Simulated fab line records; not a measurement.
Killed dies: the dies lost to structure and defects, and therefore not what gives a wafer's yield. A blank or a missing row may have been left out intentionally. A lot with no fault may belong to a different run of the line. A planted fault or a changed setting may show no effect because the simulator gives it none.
fab line records -- flow nandHarc -- part 2 of 2: steps 23 to 32 of 32
record lots=5, wafers=15, lastDay=30
route steps=1302 shown A_CHANNEL_HOLE_D1@482 A_CHANNEL_FILL_D1@490
lots that met no fault: from a run of the same line without faults
startH: the number of hours between the record's first day and the start of the first shown wafer of the lot -- waitH: how many hours have passed since the lot's step before this one -- " as in the row above -- L1.1+2: several wafers, shown together as one row -- - either no value or no given start -- * or withheld: withheld -- < > ~ a bound
route shown NAME@n: a module of which the file shows steps, and the number in the route of the first -- usual: mean and standard deviation over wafers with no fault -- same: alike in all rows -- chamber/n: place in a boat -- sites: the reading at each site -- _std_site: standard deviation of those values -- _edge_site: mean of outer sites minus mean of inner sites -- radiusMm: for every site, how far away it sits from the centre of the wafer -- mask NAME#n: copy n -- behind: tool/chamber where the wafer was last shaped -- hold: what put the lot on hold/how long, in hours/how the hold closed -- device: transistor that didn't switch, given as n, p or np -- end of line: the route-end tests of the same wafers -- a step given without rows: its recipe and nothing more -- killed: dies that structure and defects cost at the first sort, which is not the same as the wafer's yield -- map: shows each die of a wafer: x if killed, . if not, _ if none is there
set.NAME: the run value of the setting; set.NAME@STEP: its run value at that earlier step -- model.NAME: the simulator's own value behind a step, which no gauge read
lots seen at some steps along the route; tables by step, rows by wafer
services: the hour from which a tool's chamber was out of use, counted from the record's first day as startH (under 0 if before that day), plus the number of hours and why
## steps
# step NHARC_A_CHANNEL_FILL_D1_CVD_05
# recipe targetThkA=50, tempC=550, material=poly-Si
lot.wafer,tool,chamber,startH,waitH
L080.1+5+6,lpcvdPoly-04,0,273.92,2.4
L081.1+2+4,lpcvdPoly-04,0,294.19,2.4
L088.2+3+4,lpcvdPoly-03,0,363.48,2.3
L089.2+4+5,lpcvdPoly-03,0,366.39,2.3
L090.1+3+4,lpcvdPoly-03,0,378.65,2.3
# step NHARC_A_CHANNEL_FILL_D1_ANNEAL_22
# recipe tempC=620, timeS=7200
# usual tube_center_temp_C_max=621.54/0.24
lot.wafer,tool,chamber,startH,waitH,tube_center_temp_C_max
L080.1,furnace-06,0,279.22,3.5,621.70
L080.5,furnace-06,0,279.22,3.5,621.48
L080.6,furnace-06,0,279.22,3.5,621.82
L081.1,furnace-08,0,299.48,3.4,621.67
L081.2,furnace-08,0,299.48,3.4,621.08
L081.4,furnace-08,0,299.48,3.4,622.21
L088.2,furnace-06,0,370.45,5.1,621.42
L088.3,furnace-06,0,370.45,5.1,621.95
L088.4,furnace-06,0,370.45,5.1,621.58
L089.2,furnace-06,0,370.45,2.2,621.57
L089.4,furnace-06,0,370.45,2.2,621.19
L089.5,furnace-06,0,370.45,2.2,621.34
L090.1,furnace-08,0,384.16,3.6,621.57
L090.3,furnace-08,0,384.16,3.6,621.33
L090.4,furnace-08,0,384.16,3.6,621.88
# step NHARC_A_CHANNEL_FILL_D1_THK_MEAS_06
# recipe thkMeasGauge=ellipsometry
# usual thkNm=5.0/1
lot.wafer,tool,chamber,startH,waitH,thkNm
L080.1,filmMetro-01,-,283.20,0.4,5.4
L080.5,filmMetro-01,-,283.20,0.4,4.3
L080.6,filmMetro-01,-,283.20,0.4,7.4
L081.1,filmMetro-02,-,303.49,0.4,6.7
L081.2,filmMetro-02,-,303.49,0.4,4.1
L081.4,filmMetro-02,-,303.49,0.4,5.2
L088.2,filmMetro-01,-,374.43,0.4,4.0
L088.3,filmMetro-01,-,374.43,0.4,5.4
L088.4,filmMetro-01,-,374.43,0.4,5.5
L089.2,filmMetro-01,-,374.44,0.4,5.3
L089.4,filmMetro-01,-,374.44,0.4,5.3
L089.5,filmMetro-01,-,374.44,0.4,7.1
L090.1,filmMetro-01,-,388.13,0.4,3.7
L090.3,filmMetro-01,-,388.13,0.4,5.6
L090.4,filmMetro-01,-,388.13,0.4,6.4
# step NHARC_A_CHANNEL_FILL_D1_ALD_25
# recipe targetThkA=600, pulseTimeS=10, aldCycles=600, tempC=300, material=SiOx
# usual heaterPowerW=475/55, precursorPulseHeightRel=1.000/0.021
lot.wafer,tool,chamber,startH,waitH,heaterPowerW,precursorPulseHeightRel
L080.1,aldHk-01,1,283.87,0.7,567,1.026
L080.5,aldHk-01,0,285.71,2.5,419,1.016
L080.6,aldHk-01,1,285.71,2.5,557,1.015
L081.4,aldHk-03,1,303.54,0.0,422,1.001
L081.2,aldHk-03,2,303.54,0.0,399,1.016
L081.1,aldHk-03,3,303.54,0.0,535,1.033
L088.4,aldHk-01,2,374.49,0.1,489,0.991
L088.3,aldHk-01,0,375.73,1.3,426,1.014
L088.2,aldHk-01,1,375.73,1.3,510,1.017
L089.4,aldHk-04,0,375.11,0.7,513,1.009
L089.2,aldHk-04,2,376.34,1.9,481,0.991
L089.5,aldHk-04,3,376.34,1.9,450,1.006
L090.1,aldHk-03,1,388.19,0.1,431,0.977
L090.3,aldHk-03,3,389.40,1.3,542,0.987
L090.4,aldHk-03,0,389.40,1.3,558,1.010
# step NHARC_A_CHANNEL_FILL_D1_ETCHBACK_08
# recipe targetDepthA=2200, timeS=110, c4f8FlowSccm=20, arFlowSccm=withheld, rfW=600, biasW=300, chemistry=C4F8
# usual chamberPressureMTorr=25.004/0.024, oesProductAu=0.96/0.038, rfVppV=440.6/2.2
lot.wafer,tool,chamber,startH,waitH,chamberPressureMTorr,oesProductAu,rfHoursCounterH,rfVppV
L080.1,rieDiel-02,2,-,-,25.015,1.02,4.2,443.2
L080.6,rieDiel-02,0,-,-,24.971,0.98,-,440.7
L080.5,rieDiel-02,1,-,-,25.004,1.01,-,437.8
L081.2,rieDiel-02,3,-,-,25.035,1.00,5.4,443.8
L081.1,rieDiel-02,1,-,-,24.981,1.01,5.8,438.5
L081.4,rieDiel-02,2,-,-,25.046,1.01,5.3,444.4
L089.4,rieDiel-09,1,-,-,25.024,0.90,2.4,444.1
L089.2,rieDiel-09,3,-,-,24.984,0.94,1.8,440.9
L089.5,rieDiel-09,2,-,-,25.050,0.93,-,438.7
L088.2,rieDiel-11,3,-,-,25.018,0.98,6.0,438.4
L088.3,rieDiel-11,0,-,-,25.022,1.01,6.0,440.2
L088.4,rieDiel-11,1,-,-,24.966,1.00,4.9,440.7
L090.3,rieDiel-09,2,-,-,24.990,1.00,2.1,438.1
L090.4,rieDiel-09,3,-,-,24.995,1.01,1.9,440.0
L090.1,rieDiel-09,1,-,-,24.976,0.97,2.6,443.0
# step NHARC_A_CHANNEL_FILL_D1_STRIP_29
# recipe timeS=20, o2FlowSccm=500, arFlowSccm=0, biasW=0, chemistry=O2
# usual chamberPressureMTorr=60.00/0.059, drypumpMotorCurrentA=5.6/0.39, oesProductAu=1.002/0.014, rfVppV=57.8/0.81, showerheadPlenumPTorr=3.51/0.11, throttleValvePct=17.037/0.0089
lot.wafer,tool,chamber,startH,waitH,chamberPressureMTorr,drypumpMotorCurrentA,oesProductAu,rfHoursCounterH,rfVppV,showerheadPlenumPTorr,throttleValvePct
L080.1,rieDiel-02,2,-,-,59.92,5.5,1.028,4.2,58.9,3.67,17.043
L080.5,rieDiel-02,1,-,-,60.08,6.1,1.012,-,57.2,3.33,17.051
L080.6,rieDiel-02,2,-,-,60.16,5.5,1.025,-,58.2,3.67,17.021
L081.2,rieDiel-02,2,-,-,59.90,5.5,1.017,5.3,57.0,3.67,17.050
L081.1,rieDiel-02,3,-,-,60.04,5.8,1.012,5.5,58.5,3.70,17.025
L081.4,rieDiel-02,0,-,-,59.93,5.1,0.992,5.9,58.9,3.44,17.047
L089.4,rieDiel-09,3,-,-,59.89,5.5,1.009,1.8,58.9,3.45,17.029
L089.2,rieDiel-09,0,-,-,59.96,6.0,1.012,2.3,57.9,3.53,17.044
L089.5,rieDiel-09,3,-,-,60.02,5.5,1.020,-,57.4,3.45,17.033
L088.2,rieDiel-11,3,-,-,59.99,5.3,0.969,6.0,58.2,3.44,17.043
L088.4,rieDiel-11,0,-,-,60.00,5.7,1.014,6.0,57.6,3.57,17.045
L088.3,rieDiel-11,2,-,-,59.95,5.3,0.988,5.6,56.8,3.55,17.037
L090.1,rieDiel-09,1,-,-,60.00,4.7,0.971,2.6,57.6,3.59,17.029
L090.3,rieDiel-09,2,-,-,60.08,5.4,1.009,2.1,56.7,3.39,17.042
L090.4,rieDiel-09,3,-,-,59.93,5.5,1.018,2.0,57.2,3.45,17.041
# step NHARC_A_CHANNEL_FILL_D1_PRECLEAN_30
# recipe timeS=30, chemistry=dHF
lot.wafer,tool,chamber,startH,waitH
L080.6+5+1,wetBench-04,"6,0,1",289.05,-
L081.2+1+4,wetBench-01,"0,3,4",309.30,-
L089.2+5+4,wetBench-07,"5,1,2",380.29,-
L088.3+4+2,wetBench-04,"1,3,4",380.33,-
L090.1+3+4,wetBench-01,"5,6,1",393.93,-
# step NHARC_A_CHANNEL_FILL_D1_SRD_31
lot.wafer,tool,chamber,startH,waitH
L080.6+5+1,wetBench-04,"6,0,1",289.08,0.0
L081.2+1+4,wetBench-01,"0,3,4",309.33,0.0
L089.2+5+4,wetBench-07,"5,1,2",380.31,0.0
L088.3+4+2,wetBench-04,"1,3,4",380.36,0.0
L090.1+3+4,wetBench-01,"5,6,1",393.96,0.0
# step NHARC_A_CHANNEL_FILL_D1_CVD_09
# recipe targetThkA=1500, tempC=620, pressureMtorr=200, timeS=3000, material=poly-Si
lot.wafer,tool,chamber,startH,waitH
L080.1+5+6,lpcvdPoly-02,0,291.42,2.3
L081.1+2+4,lpcvdPoly-04,0,311.78,2.4
L088.2+3+4,lpcvdPoly-04,0,382.76,2.4
L089.2+4+5,lpcvdPoly-04,0,382.76,2.4
L090.1+3+4,lpcvdPoly-04,0,396.41,2.4
# step NHARC_A_CHANNEL_FILL_D1_CMP_10
# recipe targetThkNm=150
# usual motorCurrentA=12.4/0.97, retainingRingPressureFrac=1.000/0.005, timeToEndpointS=14.5/2.6
lot.wafer,tool,chamber,startH,waitH,motorCurrentA,retainingRingPressureFrac,timeToEndpointS
L080.1,cmp-02,2,294.62,0.4,11.8,0.989,10.8
L080.6,cmp-02,2,294.62,0.4,11.9,1.001,15.2
L080.5,cmp-02,3,294.62,0.4,10.9,1.004,10.0
L081.1,cmp-01,2,314.95,0.4,13.4,1.000,15.5
L081.4,cmp-01,3,314.95,0.4,13.3,1.003,20.0
L081.2,cmp-01,1,314.95,0.4,12.1,1.007,15.9
L089.2,cmp-02,1,385.99,0.4,12.5,1.008,13.9
L089.4,cmp-02,2,385.99,0.4,11.9,1.003,17.2
L089.5,cmp-02,0,385.99,0.4,13.3,0.996,15.5
L088.2,cmp-02,1,386.08,0.5,12.7,1.007,11.5
L088.4,cmp-02,2,386.08,0.5,12.4,1.000,14.8
L088.3,cmp-02,3,386.08,0.5,10.6,0.994,13.0
L090.4,cmp-04,3,399.63,0.4,11.4,0.994,16.2
L090.1,cmp-04,0,399.63,0.4,11.4,1.001,10.8
L090.3,cmp-04,1,399.63,0.4,13.0,0.990,15.1
## services
tool,chamber,startH,hours,kind
rieSi-03,-,221.00,9.0,pm
rieDiel-11,2,225.65,1.4,repair
wetBench-04,-,227.27,8.0,pm
rieDiel-01,2,230.95,4.5,repair
rieDiel-11,3,243.87,2.7,repair
rieSi-03,-,250.84,0.1,repair
rieDiel-11,3,251.00,7.5,repair
rieDiel-11,-,255.57,9.0,pm
aldHk-04,-,263.11,10.0,pm
aldHk-03,-,277.52,0.6,repair
wetBench-01,-,277.60,8.0,pm
aldHk-04,-,287.47,0.3,repair
wetBench-01,-,303.57,2.1,repair
rieDiel-11,1,318.08,14.1,repair
wetBench-04,-,324.79,2.7,repair
rieDiel-11,-,359.85,1.2,repair
rieDiel-01,1,362.21,11.3,repair
rieDiel-01,0,365.42,132.0,repair
rieDiel-01,-,380.81,9.0,pm
rieDiel-02,0,387.56,5.6,repair
lpcvdPoly-03,-,387.79,26.0,pm
rieDiel-02,1,393.68,6.2,repair
rieDiel-02,-,393.71,9.0,pm
aldSinBatch-03,-,397.26,18.5,repair
